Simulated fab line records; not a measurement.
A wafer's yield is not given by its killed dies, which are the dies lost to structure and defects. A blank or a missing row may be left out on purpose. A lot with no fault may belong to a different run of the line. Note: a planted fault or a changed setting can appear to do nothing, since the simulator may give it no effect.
The same fault as seen by 2 desks + flow n5 finfet + only its own numbers are on each desk; what lay behind them is given at the end

== THE METROLOGY DESK ==
What the gauges read, lot by lot, whatever tool the lot ran on: means of the sampled wafers that have a number. If a lot's mean is further than 4 standard deviations from the usual mean, the lot is out of limits and carries the mark OUT (the distance appears in the brackets). 7 of its 11 readings are shown: the first one out of limits and those lying furthest out on some lot.
Columns: A = IOFF_P at N5_BEOL_M4_RC_MEAS_101, usual 0.21 nA/um; B = ION_N at N5_BEOL_M4_RC_MEAS_101, usual 673 uA/um; C = ION_P at N5_BEOL_M4_RC_MEAS_101, usual 463 uA/um; D = SS_N at N5_BEOL_M4_RC_MEAS_101, usual 71.6 mV/dec; E = SS_P at N5_BEOL_M4_RC_MEAS_101, usual 73.2 mV/dec; F = VT_P at N5_BEOL_M4_RC_MEAS_101, usual -250 mV; G = M6_ILD_THK at N5_BEOL_M6_THK_MEAS_01, usual 155.4 nm
| lot  | first seen here | A    | B   | C   | D    | E    | F    | G               |
|------|-----------------|------|-----|-----|------|------|------|-----------------|
| L988 | day 9 07:53     | 0.23 | 679 | 469 | 71.4 | 73.9 | -248 | 157.2           |
| L989 | day 9 14:58     | 0.17 | 661 | 448 | 71.7 | 73.0 | -256 | 154.3           |
| L991 | day 9 15:22     | 0.22 | 677 | 467 | 71.2 | 73.3 | -248 | 156.1           |
| L990 | day 9 20:05     | 0.23 | 670 | 465 | 71.8 | 72.9 | -248 | 157.2           |
| L993 | day 10 12:09    | 0.20 | 686 | 473 | 72.1 | 73.4 | -251 | 154.7           |
| L994 | day 11 10:22    | 0.20 | 678 | 462 | 71.7 | 72.9 | -251 | 156.4           |
| L997 | day 11 12:33    | 0.18 | 670 | 454 | 71.4 | 72.9 | -253 | 155.0           |
| L995 | day 11 12:47    | 0.22 | 674 | 462 | 71.0 | 73.1 | -247 | 157.2           |
| L106 | day 13 18:20    | 0.21 | 672 | 467 | 71.4 | 72.5 | -248 | 197.9 (+21) OUT |
| L108 | day 14 10:16    | 0.18 | 671 | 457 | 71.2 | 73.2 | -253 | 155.6           |
Finding of this desk: L106 out of limits, first seen on L106 at day 14 06:13 (M6_ILD_THK at N5_BEOL_M6_THK_MEAS_01). In limits: L988, L989, L991, L990, L993, L994, L997, L995, L108.

== FOR THE TOOL OWNER'S DESK: pecvd-01 ==
The tool's own readings at N5_BEOL_M6_ILD_DEP_00 (deposits SiCOH lowk from DEMS/porogen, target thk 179.75 nm, time 33.4 s): means of the sampled wafers that have a number, for each lot that ran on this tool. If a lot's mean is further than 4 standard deviations from the usual mean, the lot is out of limits and carries the mark OUT (the distance appears in the brackets).
Columns: A = chamber pressure Torr at N5_BEOL_M6_ILD_DEP_00, usual 5.001 Torr; B = heater power w at N5_BEOL_M6_ILD_DEP_00, usual 307 W; C = showerhead plenum p Torr at N5_BEOL_M6_ILD_DEP_00, usual 5.730 Torr; D = throttle valve pct at N5_BEOL_M6_ILD_DEP_00, usual 13.7 %
| lot  | first seen here | A     | B   | C     | D    |
|------|-----------------|-------|-----|-------|------|
| L988 | day 9 20:13     | 4.997 | 331 | 5.717 | 13.6 |
| L989 | day 10 03:02    | 4.999 | 296 | 5.716 | 13.8 |
| L990 | day 10 08:17    | 4.999 | 261 | 5.732 | 13.6 |
| L993 | day 11 00:49    | 5.015 | 342 | 5.723 | 13.3 |
| L106 | day 14 05:38    | 4.997 | 306 | 5.726 | 13.9 |
Result from this desk: across the 5 lots, nothing is out of limits.

== BROUGHT TOGETHER ==
At day 14 06:13 the metrology desk could have sounded an alarm, on L106.
Nothing out of limits was seen by the tool owner's desk.
On record at the tool owner's desk: L106, within its limits.
N5_BEOL_M6_ILD_DEP_00 was run on pecvd-01 by each of the lots named.

== WHAT THE SIMULATOR HAD INSERTED ==
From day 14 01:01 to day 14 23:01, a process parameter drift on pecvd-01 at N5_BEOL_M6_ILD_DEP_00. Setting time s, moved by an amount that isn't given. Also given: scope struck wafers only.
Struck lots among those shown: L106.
Time in hours between the start of the fault and the first out-of-limits reading at each desk: metrology desk, 5.
